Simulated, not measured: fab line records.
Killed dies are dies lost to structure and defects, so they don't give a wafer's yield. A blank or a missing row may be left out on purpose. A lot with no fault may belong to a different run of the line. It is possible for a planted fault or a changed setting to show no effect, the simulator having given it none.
Chamber matching / flow n5Finfet / rieDiel-04 running N5_BEOL_M7_ETCH_66: 4 sister chambers
The step etches SOC in N2/H2, target depth 80 nm, overetch 16 nm, time 120 s. 16 wafers are shown with their chamber, then 8 later ones without.

== EACH WAFER AND ITS CHAMBER ==
wafer=L076.2; chamber=0; drypumpMotorCurrentA (A)=5.5; throttleValvePct (%)=18.11; showerheadPlenumPTorr (Torr)=2.54
wafer=L076.3; chamber=2; drypumpMotorCurrentA (A)=6.0; throttleValvePct (%)=17.67; showerheadPlenumPTorr (Torr)=2.50
wafer=L076.4; chamber=3; drypumpMotorCurrentA (A)=6.1; throttleValvePct (%)=17.67; showerheadPlenumPTorr (Torr)=2.49
wafer=L077.2; chamber=3; drypumpMotorCurrentA (A)=6.0; throttleValvePct (%)=17.66; showerheadPlenumPTorr (Torr)=2.49
wafer=L077.4; chamber=1; drypumpMotorCurrentA (A)=5.4; throttleValvePct (%)=17.91; showerheadPlenumPTorr (Torr)=2.46
wafer=L077.5; chamber=3; drypumpMotorCurrentA (A)=6.1; throttleValvePct (%)=17.65; showerheadPlenumPTorr (Torr)=2.49
wafer=L085.1; chamber=1; drypumpMotorCurrentA (A)=5.4; throttleValvePct (%)=17.92; showerheadPlenumPTorr (Torr)=2.45
wafer=L085.3; chamber=3; drypumpMotorCurrentA (A)=6.1; throttleValvePct (%)=17.68; showerheadPlenumPTorr (Torr)=2.48
wafer=L085.6; chamber=0; drypumpMotorCurrentA (A)=5.5; throttleValvePct (%)=18.11; showerheadPlenumPTorr (Torr)=2.53
wafer=L086.1; chamber=0; drypumpMotorCurrentA (A)=5.5; throttleValvePct (%)=18.16; showerheadPlenumPTorr (Torr)=2.52
wafer=L086.5; chamber=3; drypumpMotorCurrentA (A)=6.1; throttleValvePct (%)=17.71; showerheadPlenumPTorr (Torr)=2.47
wafer=L086.6; chamber=2; drypumpMotorCurrentA (A)=6.0; throttleValvePct (%)=17.31; showerheadPlenumPTorr (Torr)=2.49
wafer=L089.3; chamber=0; drypumpMotorCurrentA (A)=5.5; throttleValvePct (%)=18.17; showerheadPlenumPTorr (Torr)=2.52
wafer=L089.4; chamber=3; drypumpMotorCurrentA (A)=6.1; throttleValvePct (%)=17.71; showerheadPlenumPTorr (Torr)=2.47
wafer=L089.6; chamber=2; drypumpMotorCurrentA (A)=6.0; throttleValvePct (%)=17.29; showerheadPlenumPTorr (Torr)=2.49
wafer=L094.1; chamber=1; drypumpMotorCurrentA (A)=5.4; throttleValvePct (%)=17.98; showerheadPlenumPTorr (Torr)=2.44

SIGNATURES (averages over the wafers above)
reading=drypumpMotorCurrentA; chamber 0=5.500; chamber 1=5.400; chamber 2=6.000; chamber 3=6.083; scatter within a chamber=0.0264
reading=throttleValvePct; chamber 0=18.1375; chamber 1=17.9367; chamber 2=17.4233; chamber 3=17.6800; scatter within a chamber=0.0916
reading=showerheadPlenumPTorr; chamber 0=2.5275; chamber 1=2.4500; chamber 2=2.4933; chamber 3=2.4817; scatter within a chamber=0.00924
Rule: distance of a wafer from a chamber = root of the sum over the readings of ((wafer's reading minus chamber's mean) / reading's scatter) squared. If the next closest chamber is less than 2 further off than the closest, the wafer can't be placed; otherwise it belongs to the closest. The scatter: the root of (the sum of the squares of (reading less its chamber's mean) over the shown wafers, divided by (wafers less chambers)).

== WAFERS MISSING THEIR CHAMBER ==
wafer=L094.4; drypumpMotorCurrentA (A)=6.1; throttleValvePct (%)=17.71; showerheadPlenumPTorr (Torr)=2.47
wafer=L094.5; drypumpMotorCurrentA (A)=6.0; throttleValvePct (%)=17.32; showerheadPlenumPTorr (Torr)=2.49
wafer=L091.3; drypumpMotorCurrentA (A)=5.4; throttleValvePct (%)=17.97; showerheadPlenumPTorr (Torr)=2.44
wafer=L091.5; drypumpMotorCurrentA (A)=5.6; throttleValvePct (%)=18.16; showerheadPlenumPTorr (Torr)=2.52
wafer=L091.6; drypumpMotorCurrentA (A)=6.1; throttleValvePct (%)=17.71; showerheadPlenumPTorr (Torr)=2.47
wafer=L090.2; drypumpMotorCurrentA (A)=6.0; throttleValvePct (%)=17.31; showerheadPlenumPTorr (Torr)=2.49
wafer=L090.4; drypumpMotorCurrentA (A)=5.6; throttleValvePct (%)=18.18; showerheadPlenumPTorr (Torr)=2.52
wafer=L090.5; drypumpMotorCurrentA (A)=5.4; throttleValvePct (%)=17.96; showerheadPlenumPTorr (Torr)=2.44

== THE CHAMBER EACH PASSED THROUGH ==
wafer=L094.4; from the rows above=3; in truth=3
wafer=L094.5; from the rows above=2; in truth=2
wafer=L091.3; from the rows above=1; in truth=1
wafer=L091.5; from the rows above=0; in truth=0
wafer=L091.6; from the rows above=3; in truth=3
wafer=L090.2; from the rows above=2; in truth=2
wafer=L090.4; from the rows above=0; in truth=0
wafer=L090.5; from the rows above=1; in truth=1
Correctly placed: 8 of 8. From these rows, 0 cannot be placed. 0 placed wrongly.
